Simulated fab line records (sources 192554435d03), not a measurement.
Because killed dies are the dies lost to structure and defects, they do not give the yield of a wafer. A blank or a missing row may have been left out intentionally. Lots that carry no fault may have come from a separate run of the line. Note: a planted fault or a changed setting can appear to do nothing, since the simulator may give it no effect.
The same fault as seen by 3 desks / flow n5_finfet / every desk sees just its own numbers, and what lay behind them comes last

== TOOL OWNER'S DESK, rie_diel-06 ==
The tool's own readings at N5_BEOL_M1_ETCH_64 (etches SOC in N2/H2, target depth 75 nm, overetch 15 nm, time 112.5 s): means of the sampled wafers that have a number, for each lot that ran on this tool. Any lot whose mean is over 4 standard deviations away from the usual mean is out of limits and marked OUT; that distance is given in the brackets.
Columns: A = bias_w at N5_BEOL_M1_ETCH_64, usual 150.0 W; B = drypump_motor_current_A at N5_BEOL_M1_ETCH_64, usual 5.7 A; C = h2_flow_sccm at N5_BEOL_M1_ETCH_64, usual 200.0 sccm; D = oes_product_au at N5_BEOL_M1_ETCH_64, usual 0.62 a.u.; E = rf_vpp_V at N5_BEOL_M1_ETCH_64, usual 523.6 V; F = showerhead_plenum_p_Torr at N5_BEOL_M1_ETCH_64, usual 2.53 Torr; G = throttle_valve_pct at N5_BEOL_M1_ETCH_64, usual 17.88 %
lot=L590; first seen here=day 8 04:39; A=150.2; B=5.7; C=199.8; D=0.61; E=522.7; F=2.50; G=17.81
lot=L593; first seen here=day 9 00:24; A=150.6; B=6.1; C=199.7; D=0.60; E=524.5; F=2.53; G=17.84
lot=L601; first seen here=day 10 15:01; A=134.0 (-39) OUT; B=5.8; C=199.9; D=0.62; E=486.4 (-18) OUT; F=2.51; G=17.75
lot=L603; first seen here=day 11 06:43; A=134.2 (-39) OUT; B=5.5; C=199.9; D=0.60; E=486.6 (-18) OUT; F=2.50; G=17.90
lot=L604; first seen here=day 11 07:02; A=133.9 (-39) OUT; B=5.7; C=200.6; D=0.58; E=485.4 (-18) OUT; F=2.49; G=17.84
This desk's verdict: out of limits on L601, L603, L604, starting with L601 at day 10 15:01 (bias_w at N5_BEOL_M1_ETCH_64). Within limits: L590, L593.

== FROM THE METROLOGY DESK ==
What the gauges read, lot by lot, whatever tool the lot ran on: means of the sampled wafers that have a number. Any lot whose mean is over 4 standard deviations away from the usual mean is out of limits and marked OUT; that distance is given in the brackets. Shown here are 7 of its 12 readings, the ones lying furthest out on some lot.
Columns: A = DIBL_N at N5_BEOL_M4_RC_MEAS_101, usual 36.0 mV/V; B = DIBL_P at N5_BEOL_M4_RC_MEAS_101, usual 36.2 mV/V; C = IOFF_N at N5_BEOL_M4_RC_MEAS_101, usual 0.16 nA/um; D = ION_N at N5_BEOL_M4_RC_MEAS_101, usual 671 uA/um; E = SS_N at N5_BEOL_M4_RC_MEAS_101, usual 71.5 mV/dec; F = SS_P at N5_BEOL_M4_RC_MEAS_101, usual 73.4 mV/dec; G = VT_N at N5_BEOL_M4_RC_MEAS_101, usual 251 mV
lot=L590; first seen here=day 8 04:17; A=37.8; B=38.1; C=0.18; D=679; E=71.4; F=73.3; G=249
lot=L593; first seen here=day 9 00:12; A=34.3; B=32.7; C=0.11; D=658; E=70.6; F=73.0; G=254
lot=L601; first seen here=day 10 14:49; A=35.3; B=36.1; C=0.16; D=675; E=71.5; F=73.4; G=250
lot=L602; first seen here=day 11 00:41; A=34.1; B=33.6; C=0.12; D=662; E=71.2; F=72.2; G=253
lot=L603; first seen here=day 11 06:11; A=32.0; B=31.1; C=0.09; D=643; E=70.9; F=71.8; G=257
lot=L604; first seen here=day 11 06:22; A=36.6; B=36.1; C=0.17; D=679; E=71.2; F=72.9; G=246
lot=L605; first seen here=day 11 13:24; A=36.6; B=36.5; C=0.16; D=669; E=71.8; F=73.5; G=250
This desk's verdict: no lot among the 7 shows anything out of limits.

== THE DEFECT DESK ==
Per lot, the means of the sampled wafers with a number show what the inspections along the route counted. Any lot whose mean is over 4 standard deviations away from the usual mean is out of limits and marked OUT; that distance is given in the brackets.
Columns: A = raw_defect_count at N5_BEOL_M1_INSPECT_13, usual 391
lot=L590; first seen here=day 8 04:23; A=480
lot=L593; first seen here=day 9 00:17; A=371
lot=L601; first seen here=day 10 14:55; A=380
lot=L602; first seen here=day 11 00:46; A=406
lot=L603; first seen here=day 11 06:16; A=386
lot=L604; first seen here=day 11 06:27; A=307
lot=L605; first seen here=day 11 13:29; A=536
This desk's verdict: no lot among the 7 shows anything out of limits.

== PUT TOGETHER ==
At day 10 15:01, on L601, L603, L604, the tool owner's desk was in a position to raise an alarm.
Metrology desk: nothing out of limits seen.
Nothing the defect desk looked at was out of limits.
The metrology desk has L601, L603, L604 on record, within its limits.
The defect desk has L601, L603, L604 on record, within its limits.
Every lot named ran N5_BEOL_M1_ETCH_64 on rie_diel-06.

== WHAT THE SIMULATOR PUT IN ==
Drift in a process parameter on rie_diel-06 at N5_BEOL_M1_ETCH_64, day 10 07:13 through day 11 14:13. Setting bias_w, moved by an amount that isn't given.
Struck lots among those shown: L601, L603, L604.
Delay in hours, fault start to first out-of-limits reading, by desk: the tool owner's desk at 8.
